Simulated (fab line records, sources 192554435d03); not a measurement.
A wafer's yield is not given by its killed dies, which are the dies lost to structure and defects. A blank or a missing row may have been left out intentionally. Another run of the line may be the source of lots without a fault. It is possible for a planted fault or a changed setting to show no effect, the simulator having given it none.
Chamber matching + flow n5Finfet + N5_MOL_CONTACT_COAG_CMP_28 on cmp-01 has 4 sister chambers
The step polishes, stops on SiNx, t overpolish 0.85 s, target thk 14.522 nm. 16 wafers are shown with their chamber, then 8 later ones without.

WAFERS PAIRED WITH THEIR CHAMBERS
| wafer  | chamber | motorCurrentA (A) | timeToEndpointS (s) |
|--------|---------|-------------------|---------------------|
| L075.2 | 3       | 11.5              | 8.2                 |
| L075.3 | 1       | 13.1              | 3.5                 |
| L075.5 | 3       | 12.8              | 6.5                 |
| L077.1 | 0       | 12.2              | 6.8                 |
| L077.2 | 3       | 12.9              | 7.4                 |
| L077.5 | 0       | 11.9              | 5.7                 |
| L082.1 | 0       | 12.3              | 4.3                 |
| L082.5 | 1       | 13.6              | 4.3                 |
| L082.6 | 0       | 11.8              | 5.3                 |
| L083.1 | 3       | 13.3              | 8.6                 |
| L083.3 | 2       | 11.9              | 2.1                 |
| L083.4 | 0       | 12.2              | 5.2                 |
| L084.1 | 3       | 12.3              | 9.2                 |
| L084.3 | 2       | 11.9              | 4.5                 |
| L084.6 | 1       | 14.0              | 6.1                 |
| L085.1 | 0       | 12.1              | 8.1                 |

SIGNATURES (means of the wafers above)
| reading         | chamber 0 | chamber 1 | chamber 2 | chamber 3 | scatter within a chamber |
|-----------------|-----------|-----------|-----------|-----------|--------------------------|
| motorCurrentA   | 12.083    | 13.567    | 11.900    | 12.560    | 0.457                    |
| timeToEndpointS | 5.900     | 4.633     | 3.300     | 7.980     | 1.29                     |
Rule: a wafer lies at a distance from a chamber equal to the root of the sum of squares, over the readings, of (its reading less the chamber's mean, divided by the reading's scatter). If the next closest chamber is less than 2 further off than the closest, the wafer can't be placed; otherwise it belongs to the closest. The scatter: the root of (the sum of the squares of (reading less its chamber's mean) over the shown wafers, divided by (wafers less chambers)).

WAFERS MISSING THEIR CHAMBER
| wafer  | motorCurrentA (A) | timeToEndpointS (s) |
|--------|-------------------|---------------------|
| L085.3 | 11.6              | 4.5                 |
| L085.6 | 12.1              | 8.4                 |
| L087.1 | 12.1              | 1.6                 |
| L087.4 | 12.9              | 6.6                 |
| L087.5 | 12.7              | 7.5                 |
| L088.1 | 12.5              | 4.3                 |
| L088.3 | 12.3              | 6.4                 |
| L088.6 | 12.1              | 6.4                 |

EACH ONE'S CHAMBER
| wafer  | from the rows above               | in truth |
|--------|-----------------------------------|----------|
| L085.3 | can't be placed: 2 or 0           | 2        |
| L085.6 | can't be placed: 3 or 0           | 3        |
| L087.1 | can't be placed: 2 or 0           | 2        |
| L087.4 | can't be placed: 3 or 0 or 1      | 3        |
| L087.5 | can't be placed: 3 or 0           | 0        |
| L088.1 | can't be placed: 2 or 0 or 1 or 3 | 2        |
| L088.3 | can't be placed: 0 or 3 or 2      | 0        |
| L088.6 | can't be placed: 0 or 3           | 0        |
Correct placement for 0 of the 8. Cannot be placed on the basis of these rows: 8; the candidates contain the true chamber in 8. 0 placed wrongly.
